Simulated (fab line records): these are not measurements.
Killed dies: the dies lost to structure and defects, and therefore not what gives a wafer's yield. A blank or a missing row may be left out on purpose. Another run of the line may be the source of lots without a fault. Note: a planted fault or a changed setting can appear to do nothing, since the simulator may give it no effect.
Which tool was responsible?	flow nandHarc	72 wafers from 24 lots sampled at 5 of the route's 1159 steps

WHAT THE GAUGES READ, wafer by wafer
NHARC_P_M1_CD_MEAS_09: the cd target is 130 nm.
lot	measured	on	cdNm (nm)
L074	day 5 15:53	cdSem-02	128.9 129.6 128.5
L075	day 6 10:08	cdSem-03	130.4 130.9 129.8
L076	day 6 10:40	cdSem-03	129.9 130.5 130.5
L077	day 6 11:49	cdSem-03	130.5 130.2 129.9
L078	day 7 08:38	cdSem-03	130.0 129.9 129.5
L079	day 7 10:22	cdSem-02	129.8 129.1 129.5
L080	day 7 20:08	cdSem-02	129.7 129.4 130.2
L081	day 8 01:05	cdSem-02	129.4 129.6 129.9
L082	day 8 07:29	cdSem-01	129.1 129.8 129.2
L083	day 8 07:52	cdSem-02	129.7 129.6 129.8
L084	day 8 12:09	cdSem-03	130.4 129.7 129.6
L087	day 9 03:07	cdSem-02	130.1 130.6 130.5
L085	day 9 03:49	cdSem-03	129.8 130.7 129.6
L088	day 9 07:41	cdSem-03	129.1 129.7 129.5
L086	day 9 15:07	cdSem-01	130.0 129.2 129.6
L090	day 10 02:20	cdSem-02	129.3 129.4 129.8
L089	day 10 03:02	cdSem-02	129.6 129.7 129.8
L091	day 10 10:01	cdSem-02	129.5 129.7 129.9
L092	day 10 11:06	cdSem-02	130.0 130.5 130.5
L093	day 10 11:35	cdSem-02	129.8 130.7 130.7
L094	day 10 23:25	cdSem-01	129.4 129.8 129.3
L095	day 11 01:34	cdSem-03	130.3 129.6 129.6
L097	day 11 09:34	cdSem-01	128.8 129.5 128.7
L096	day 11 09:52	cdSem-01	129.3 129.8 129.9

NHARC_P_M1_OVL_MEAS_10: pitch 260 nm.
lot	measured	on	overlayXNm (nm)	overlayYNm (nm)
L074	day 5 15:58	overlay-01	-1.1 -0.5 -0.5	0.9 0.7 0.9
L075	day 6 10:13	overlay-02	1.2 0.5 1.4	0.2 0.1 0.2
L076	day 6 10:45	overlay-02	-0.5 -0.6 0.2	0.0 -0.7 0.2
L077	day 6 11:53	overlay-01	0.8 0.1 0.6	-0.1 0.2 0.5
L078	day 7 08:43	overlay-01	-0.1 0.0 0.4	-1.0 -1.5 -0.4
L079	day 7 10:27	overlay-01	0.0 0.0 0.1	0.7 0.9 0.7
L080	day 7 20:13	overlay-02	2.3 1.5 2.2	-0.6 -0.5 -1.0
L081	day 8 01:10	overlay-01	-1.1 -0.5 -0.7	-0.9 -1.0 -0.5
L082	day 8 07:35	overlay-01	0.3 -0.4 0.1	-0.2 0.1 -0.1
L083	day 8 07:57	overlay-01	-0.4 0.1 0.1	-1.4 -1.6 -1.2
L084	day 8 12:14	overlay-01	1.5 1.0 1.4	-1.2 -1.1 -1.3
L087	day 9 03:12	overlay-01	-0.7 -1.2 -1.2	-1.7 -1.5 -0.9
L085	day 9 03:54	overlay-01	-0.3 -1.0 -0.5	-0.4 -0.2 -0.6
L088	day 9 07:46	overlay-01	-0.1 -0.7 -0.3	-0.2 0.0 -0.4
L086	day 9 15:12	overlay-02	-0.3 -0.1 -0.3	0.4 0.9 0.8
L090	day 10 02:26	overlay-01	-0.5 -0.7 -1.0	-0.7 -0.6 0.1
L089	day 10 03:07	overlay-01	1.3 1.1 1.3	-1.4 -1.8 -1.6
L091	day 10 10:05	overlay-01	-0.3 0.2 -0.2	-0.8 -0.1 -1.0
L092	day 10 11:11	overlay-02	-0.5 0.0 -0.5	1.0 1.4 1.1
L093	day 10 11:40	overlay-01	-0.3 -0.4 -0.1	0.8 1.2 1.2
L094	day 10 23:30	overlay-02	-0.4 -0.9 -0.1	0.4 -0.2 -0.3
L095	day 11 01:39	overlay-01	-1.2 -1.1 -0.6	1.5 1.4 0.8
L097	day 11 09:39	overlay-01	-0.1 -0.4 -0.2	-0.7 -0.7 -0.2
L096	day 11 09:57	overlay-01	0.5 1.3 1.0	-0.7 -0.7 -0.7

NHARC_P_M1_CD_MEAS_16.
lot	measured	on	cdNm (nm)
L074	day 5 16:22	cdSem-03	128.5 129.2 128.2
L075	day 6 10:37	cdSem-02	130.5 131.2 129.8
L076	day 6 11:09	cdSem-01	129.1 130.1 130.9
L077	day 6 12:17	cdSem-02	130.0 129.4 129.9
L078	day 7 09:07	cdSem-03	129.9 129.5 128.9
L079	day 7 10:51	cdSem-01	129.2 129.9 128.8
L080	day 7 20:37	cdSem-01	129.9 129.5 129.8
L081	day 8 01:34	cdSem-01	128.3 129.1 129.5
L082	day 8 07:59	cdSem-01	128.5 129.1 128.7
L083	day 8 08:22	cdSem-03	129.4 129.7 129.1
L084	day 8 12:38	cdSem-03	130.6 130.0 129.7
L087	day 9 03:36	cdSem-02	129.8 130.5 131.4
L085	day 9 04:18	cdSem-01	129.8 130.6 130.1
L088	day 9 08:11	cdSem-02	129.6 130.1 129.3
L086	day 9 15:37	cdSem-02	130.1 129.4 129.4
L090	day 10 02:52	cdSem-03	129.8 129.5 129.4
L089	day 10 03:31	cdSem-01	129.4 128.8 128.8
L091	day 10 10:30	cdSem-02	129.8 129.8 129.4
L092	day 10 11:35	cdSem-03	129.8 130.3 130.9
L093	day 10 12:04	cdSem-02	130.8 130.6 130.5
L094	day 10 23:54	cdSem-03	129.4 130.0 128.7
L095	day 11 02:03	cdSem-03	130.0 129.2 130.1
L097	day 11 10:03	cdSem-01	129.0 129.1 128.2
L096	day 11 10:21	cdSem-03	129.0 128.8 129.9

EACH LOT AND THE TOOL THAT RAN IT (in order: tool; ch and the chambers of the sampled wafers; start)
lot	NHARC_P_CONTACT_DEP_30	NHARC_P_M0_DEP_32
L074	pecvd-04 ch 0,2, day 5 05:55	pecvd-02 ch 0,1, day 5 14:38
L075	pecvd-03 ch 1,2, day 5 18:44	pecvd-02 ch 0,1,2, day 6 08:52
L076	pecvd-01 ch 0,2, day 5 19:25	pecvd-02 ch 1,2, day 6 09:34
L077	pecvd-04 ch 1,2, day 6 01:49	pecvd-02 ch 0,1,2, day 6 10:35
L078	pecvd-04 ch 0,1,2, day 6 22:05	pecvd-02 ch 0,1, day 7 07:19
L079	pecvd-04 ch 0,1, day 7 00:43	pecvd-04 ch 1,2, day 7 09:11
L080	pecvd-03 ch 0,1,2, day 7 09:17	pecvd-03 ch 0,1,2, day 7 19:05
L081	pecvd-03 ch 0,1, day 7 11:37	pecvd-04 ch 1,2, day 7 23:56
L082	pecvd-03 ch 0,1,2, day 7 16:07	pecvd-02 ch 0,2, day 8 06:14
L083	pecvd-04 ch 1,2, day 7 16:14	pecvd-02 ch 0,2, day 8 06:38
L084	pecvd-01 ch 0,2, day 8 02:16	pecvd-04 ch 0,1, day 8 11:05
L087	pecvd-03 ch 0,1,2, day 8 17:20	pecvd-02 ch 1,2, day 9 01:59
L085	pecvd-04 ch 0,1, day 8 17:43	pecvd-02 ch 1,2, day 9 02:36
L088	pecvd-03 ch 0,1,2, day 8 18:09	pecvd-02 ch 0,1, day 9 05:59
L086	pecvd-04 ch 0,2, day 8 23:45	pecvd-02 ch 1,2, day 9 13:58
L090	pecvd-03 ch 0,1, day 9 12:01	pecvd-03 ch 0,1, day 10 01:11
L089	pecvd-03 ch 0,1,2, day 9 13:56	pecvd-03 ch 0,1,2, day 10 01:49
L091	pecvd-03 ch 0,1,2, day 9 20:05	pecvd-02 ch 0,1,2, day 10 08:47
L092	pecvd-03 ch 0,1, day 9 23:13	pecvd-04 ch 0,1, day 10 09:52
L093	pecvd-03 ch 1,2, day 10 00:05	pecvd-03 ch 0,2, day 10 10:22
L094	pecvd-01 ch 0,1,2, day 10 12:03	pecvd-04 ch 0,2, day 10 22:15
L095	pecvd-04 ch 0,2, day 10 15:52	pecvd-03 ch 0,1,2, day 11 00:23
L097	pecvd-04 ch 0,1,2, day 10 22:50	pecvd-03 ch 0,1,2, day 11 08:20
L096	pecvd-04 ch 0,1,2, day 10 23:33	pecvd-04 ch 0,1,2, day 11 08:41
- NHARC_P_CONTACT_DEP_30: deposits SiNx, target thk 30 nm.
- NHARC_P_M0_DEP_32: deposits SiCN, target thk 30 nm.

AS READ BY THE TOOLS THEMSELVES (means over the sampled wafers that have a number; for cases with no such wafer, the mark the record gives instead)
NHARC_P_CONTACT_DEP_30.
lot	tool	heaterPowerW (W)
L074	pecvd-04	749
L075	pecvd-03	656
L076	pecvd-01	793
L077	pecvd-04	795
L078	pecvd-04	808
L079	pecvd-04	687
L080	pecvd-03	713
L081	pecvd-03	763
L082	pecvd-03	704
L083	pecvd-04	751
L084	pecvd-01	794
L087	pecvd-03	711
L085	pecvd-04	780
L088	pecvd-03	667
L086	pecvd-04	821
L090	pecvd-03	690
L089	pecvd-03	644
L091	pecvd-03	707
L092	pecvd-03	761
L093	pecvd-03	728
L094	pecvd-01	771
L095	pecvd-04	789
L097	pecvd-04	750
L096	pecvd-04	742

NHARC_P_M0_DEP_32.
lot	tool	heaterPowerW (W)
L074	pecvd-02	561
L075	pecvd-02	563
L076	pecvd-02	563
L077	pecvd-02	548
L078	pecvd-02	569
L079	pecvd-04	687
L080	pecvd-03	519
L081	pecvd-04	608
L082	pecvd-02	591
L083	pecvd-02	565
L084	pecvd-04	655
L087	pecvd-02	609
L085	pecvd-02	567
L088	pecvd-02	532
L086	pecvd-02	542
L090	pecvd-03	625
L089	pecvd-03	560
L091	pecvd-02	563
L092	pecvd-04	588
L093	pecvd-03	541
L094	pecvd-04	663
L095	pecvd-03	557
L097	pecvd-03	551
L096	pecvd-04	669

THE ANSWER, worked out from the rows above alone
Rule: the usual values come from the lots themselves. The widest of any qualifying gaps counts: lots, ordered by their means at a reading, are off when they make up no more than a third of the lots, leave a main group of 4 or more, and stand apart from it by 3 or more times the standard deviation of that group's means. The tables above print the reading to a certain number of digits; a main group whose means all agree to those digits is not used. Also off: a lot with no number at a reading for which 4 or more lots have one. All remaining lots with rows at the step are treated as sound. First the gauges in route order, then the tools' own readings, where a lot's mean is used as printed above. At the first step where some lot is off, the reading lying furthest off is the one used; lots without a number count as furthest.
No lot is off on any of the readings shown, so nothing can be concluded from this.

WHAT THE SIMULATOR HAD PUT IN
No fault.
